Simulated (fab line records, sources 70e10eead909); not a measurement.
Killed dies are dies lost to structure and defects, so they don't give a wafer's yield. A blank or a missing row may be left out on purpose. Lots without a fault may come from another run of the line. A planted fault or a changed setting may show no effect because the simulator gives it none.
Chamber matching | flow nand_harc | NHARC_A_CHANNEL_FILL_D1_CMP_10 on cmp-03: 4 sister chambers
The step polishes, target thk 150 nm. 16 wafers are shown with their chamber, then 8 later ones without.

WAFERS WITH THEIR CHAMBER
wafer  | chamber | time_to_endpoint_s (s) | motor_current_A (A) | slurry_flow_ml_min
L079.4 | 2       | 18                     | 13.4                | 149.9
L079.5 | 0       | 11                     | 11.8                | 150.2
L079.6 | 3       | 13                     | 13.0                | 149.2
L080.2 | 0       | 12                     | 12.5                | 149.0
L080.5 | 2       | 16                     | 13.4                | 149.8
L080.6 | 1       | 14                     | 13.1                | 150.0
L082.2 | 1       | 15                     | 12.9                | 150.0
L082.5 | 3       | 19                     | 13.1                | 151.3
L082.6 | 0       | 9                      | 12.0                | 149.7
L086.1 | 2       | 18                     | 13.0                | 149.6
L086.2 | 3       | 15                     | 13.4                | 150.3
L086.3 | 0       | 9                      | 11.7                | 149.7
L087.1 | 0       | 9                      | 12.3                | 150.6
L087.4 | 3       | 13                     | 13.8                | 150.5
L087.5 | 0       | 9                      | 12.4                | 149.6
L089.1 | 2       | 16                     | 12.9                | 149.3

SIGNATURES (means of the wafers above)
reading            | chamber 0 | chamber 1 | chamber 2 | chamber 3 | scatter within a chamber
time_to_endpoint_s | 9.83      | 14.50     | 17.00     | 15.00     | 1.76
motor_current_A    | 12.117    | 13.000    | 13.175    | 13.325    | 0.311
slurry_flow_ml_min | 149.800   | 150.000   | 149.650   | 150.325   | 0.574
Rule: a wafer's distance from a chamber is the root of the sum, over the readings, of the square of ((its reading less the chamber's mean) divided by the reading's scatter). The wafer belongs to the nearest chamber; if the next one is less than 2 further off, it can't be placed. The scatter: the root of (the sum of the squares of (reading less its chamber's mean) over the shown wafers, divided by (wafers less chambers)).

WAFERS WITHOUT THEIR CHAMBER
wafer  | time_to_endpoint_s (s) | motor_current_A (A) | slurry_flow_ml_min
L089.2 | 16                     | 13.4                | 150.1
L089.5 | 13                     | 12.9                | 149.3
L092.2 | 16                     | 13.2                | 150.4
L092.3 | 15                     | 12.8                | 148.7
L092.6 | 18                     | 13.0                | 149.8
L093.3 | 10                     | 11.8                | 150.2
L093.4 | 13                     | 13.0                | 149.3
L093.6 | 14                     | 12.5                | 149.7

WHICH CHAMBER EACH WENT THROUGH
wafer  | from the rows above               | in truth
L089.2 | can't be placed: 3 or 2 or 1      | 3
L089.5 | can't be placed: 1 or 2 or 3 or 0 | 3
L092.2 | can't be placed: 3 or 1 or 2      | 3
L092.3 | can't be placed: 2 or 1 or 3 or 0 | 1
L092.6 | can't be placed: 2 or 1 or 3      | 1
L093.3 | 0                                 | 0
L093.4 | can't be placed: 1 or 3 or 2 or 0 | 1
L093.6 | can't be placed: 1 or 0 or 2 or 3 | 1
Placed correctly: 1 of 8. Can't be placed from these rows: 7 (the true chamber is among the candidates in 7). Placed wrongly: 0.
